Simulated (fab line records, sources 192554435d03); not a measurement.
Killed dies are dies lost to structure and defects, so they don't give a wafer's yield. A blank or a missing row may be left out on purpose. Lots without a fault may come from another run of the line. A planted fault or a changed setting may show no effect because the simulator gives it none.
Chamber matching | flow n5_finfet | N5_BEOL_M0_SAQP_ETCH_73 on rie_diel-04: 4 sister chambers
The step etches SiARC in CF4, target depth 19.5 nm, time 32.5 s. 4 wafers are shown with their chamber, then 11 later ones without.

WAFERS WITH THEIR CHAMBER
wafer  | chamber | drypump_motor_current_A (A)
L082.1 | 0       | 5.3
L088.2 | 1       | 6.3
L090.4 | 3       | 5.9
L091.2 | 2       | 4.9

WAFERS WITHOUT THEIR CHAMBER
wafer  | drypump_motor_current_A (A)
L091.3 | 5.3
L091.5 | 6.2
L092.1 | 5.3
L092.4 | 4.9
L092.6 | 4.9
L094.3 | 6.2
L094.4 | 5.3
L094.6 | 5.3
L097.3 | 6.2
L097.4 | 5.3
L097.6 | 6.3

WHICH CHAMBER EACH WENT THROUGH
wafer  | from the rows above | in truth
L091.3 | 0                   | 0
L091.5 | 1                   | 1
L092.1 | 0                   | 0
L092.4 | 2                   | 2
L092.6 | 2                   | 2
L094.3 | 1                   | 1
L094.4 | 0                   | 0
L094.6 | 0                   | 0
L097.3 | 1                   | 1
L097.4 | 0                   | 0
L097.6 | 1                   | 1
Placed correctly: 11 of 11. Can't be placed from these rows: 0. Placed wrongly: 0.
How it was worked out, from the rows above alone: a wafer's distance from a chamber is the root of the sum, over the readings, of the square of ((its reading less the chamber's mean) divided by the reading's scatter). The wafer belongs to the nearest chamber; if the next one is less than 2 further off, it can't be placed. A chamber's mean is the mean of its shown wafers. The scatter: with one shown wafer a chamber, the root of the mean of the squares of how far each hidden wafer lies from its nearest shown one.
